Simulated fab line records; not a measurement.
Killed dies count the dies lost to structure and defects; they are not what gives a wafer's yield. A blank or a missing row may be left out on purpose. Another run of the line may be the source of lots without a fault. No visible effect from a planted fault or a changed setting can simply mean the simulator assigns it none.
Which tool did it? -- flow nand harc -- route of 1302 steps, sampled at 1 step: 6 lots, 18 wafers

== WHAT EACH GAUGE READ, for each wafer ==
NHARC_A_CONTACT_CD_MEAS_15.
lot,measured,on,cd nm (nm)
L334,day 23 08:56,cd sem-02,190.5 189.5 190.0
L337,day 23 20:08,cd sem-01,190.2 190.1 189.6
L339,day 25 10:34,cd sem-03,190.5 189.8 190.3
L343,day 27 10:52,cd sem-02,190.1 190.0 190.3
L351,day 29 22:30,cd sem-02,189.5 190.6 190.8
L355,day 30 22:58,cd sem-03,189.8 190.8 191.0

== EACH LOT AND THE TOOL THAT RAN IT (in order: tool; ch and the chambers of the sampled wafers; start) ==
Before these readings, the record contains no process step.

== THE ANSWER, worked out from the rows above alone ==
Rule: the lots themselves supply what counts as usual. The widest of any qualifying gaps counts: lots, ordered by their means at a reading, are off when they make up no more than a third of the lots, leave a main group of 4 or more, and stand apart from it by 3 or more times the standard deviation of that group's means. If all means in a main group match to the digits the tables above print for the reading, that group is not used. A lot without any number at a reading at which 4 lots or more have one is off too. All remaining lots with rows at the step are treated as sound.
Nothing can be told from this: no lot is off at any reading shown.

== WHAT HAD BEEN PUT IN BY THE SIMULATOR ==
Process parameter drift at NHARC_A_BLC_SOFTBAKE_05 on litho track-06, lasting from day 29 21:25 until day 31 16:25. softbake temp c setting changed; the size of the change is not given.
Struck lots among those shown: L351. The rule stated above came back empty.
